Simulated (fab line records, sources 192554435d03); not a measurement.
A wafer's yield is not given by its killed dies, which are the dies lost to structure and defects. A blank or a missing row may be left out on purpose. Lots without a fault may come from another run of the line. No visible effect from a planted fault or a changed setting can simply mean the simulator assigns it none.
Chamber matching + flow n5_finfet + N5_FIN_SAQP_ALD_61 on ald_sin-03: 4 sister chambers
The step deposits SiO2, target thk 4 nm, pulse time 1 s, purge time 2 s. 36 wafers are shown with their chamber, then 12 later ones without.

## EACH WAFER AND ITS CHAMBER
| wafer  | chamber | heater_power_w (W) | precursor_pulse_height_rel |
|--------|---------|--------------------|----------------------------|
| L078.1 | 2       | 487                | 0.996                      |
| L078.2 | 3       | 495                | 1.003                      |
| L078.5 | 3       | 498                | 0.974                      |
| L079.2 | 0       | 506                | 1.005                      |
| L079.4 | 1       | 516                | 0.996                      |
| L079.5 | 0       | 508                | 0.997                      |
| L080.1 | 1       | 507                | 0.984                      |
| L080.2 | 3       | 495                | 1.026                      |
| L080.3 | 2       | 488                | 0.997                      |
| L080.4 | 0       | 520                | 1.015                      |
| L080.5 | 3       | 496                | 1.017                      |
| L080.6 | 2       | 503                | 0.988                      |
| L081.2 | 3       | 507                | 0.982                      |
| L081.3 | 2       | 472                | 1.000                      |
| L081.6 | 1       | 497                | 0.996                      |
| L083.3 | 1       | 492                | 0.987                      |
| L083.5 | 1       | 504                | 0.984                      |
| L083.6 | 0       | 514                | 0.993                      |
| L084.2 | 2       | 485                | 0.975                      |
| L084.5 | 1       | 506                | 0.994                      |
| L084.6 | 0       | 514                | 0.992                      |
| L089.1 | 3       | 453                | 0.994                      |
| L089.2 | 1       | 483                | 0.988                      |
| L089.3 | 2       | 496                | 1.044                      |
| L089.4 | 2       | 517                | 1.020                      |
| L089.5 | 3       | 472                | 1.001                      |
| L089.6 | 1       | 493                | 1.010                      |
| L090.3 | 1       | 481                | 1.025                      |
| L090.5 | 2       | 515                | 1.019                      |
| L090.6 | 3       | 464                | 0.989                      |
| L092.4 | 2       | 511                | 1.024                      |
| L092.5 | 1       | 487                | 0.998                      |
| L092.6 | 0       | 492                | 1.014                      |
| L094.1 | 1       | 491                | 0.986                      |
| L094.4 | 3       | 471                | 1.005                      |
| L094.5 | 2       | 510                | 1.004                      |

SIGNATURES (averages over the wafers above)
| reading                    | chamber 0 | chamber 1 | chamber 2 | chamber 3 | scatter within a chamber |
|----------------------------|-----------|-----------|-----------|-----------|--------------------------|
| heater_power_w             | 509.00    | 496.09    | 498.40    | 483.44    | 14.3                     |
| precursor_pulse_height_rel | 1.00267   | 0.99527   | 1.00670   | 0.99900   | 0.0157                   |
Rule: for each reading, subtract the chamber's mean from the wafer's reading, divide by that reading's scatter and square the result; add these up over the readings and take the root, which gives the wafer's distance from the chamber. If the next closest chamber is less than 2 further off than the closest, the wafer can't be placed; otherwise it belongs to the closest. The scatter: the root of (the sum of the squares of (reading less its chamber's mean) over the shown wafers, divided by (wafers less chambers)).

## WAFERS WHOSE CHAMBER IS MISSING
| wafer  | heater_power_w (W) | precursor_pulse_height_rel |
|--------|--------------------|----------------------------|
| L096.1 | 488                | 0.951                      |
| L096.2 | 460                | 0.985                      |
| L096.3 | 497                | 1.004                      |
| L096.4 | 505                | 0.998                      |
| L096.5 | 483                | 1.041                      |
| L096.6 | 490                | 0.997                      |
| L097.1 | 479                | 0.991                      |
| L097.2 | 519                | 0.988                      |
| L097.3 | 491                | 1.015                      |
| L097.4 | 502                | 0.968                      |
| L097.5 | 485                | 0.987                      |
| L097.6 | 492                | 0.995                      |

## WHICH CHAMBER EACH ONE RAN IN
| wafer  | from the rows above               | in truth |
|--------|-----------------------------------|----------|
| L096.1 | can't be placed: 1 or 3 or 0 or 2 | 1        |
| L096.2 | can't be placed: 3 or 1 or 2 or 0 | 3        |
| L096.3 | can't be placed: 2 or 1 or 0 or 3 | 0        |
| L096.4 | can't be placed: 0 or 1 or 2 or 3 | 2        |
| L096.5 | can't be placed: 2 or 3 or 0 or 1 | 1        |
| L096.6 | can't be placed: 1 or 3 or 2 or 0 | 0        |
| L097.1 | can't be placed: 3 or 1 or 2 or 0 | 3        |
| L097.2 | can't be placed: 0 or 1 or 2 or 3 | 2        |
| L097.3 | can't be placed: 2 or 3 or 1 or 0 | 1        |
| L097.4 | can't be placed: 1 or 0 or 3 or 2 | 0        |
| L097.5 | can't be placed: 3 or 1 or 2 or 0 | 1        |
| L097.6 | can't be placed: 1 or 3 or 2 or 0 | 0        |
0 of 12 placed correctly. These rows do not allow placing 12 (true chamber among the candidates in 12). Placed wrongly: 0.
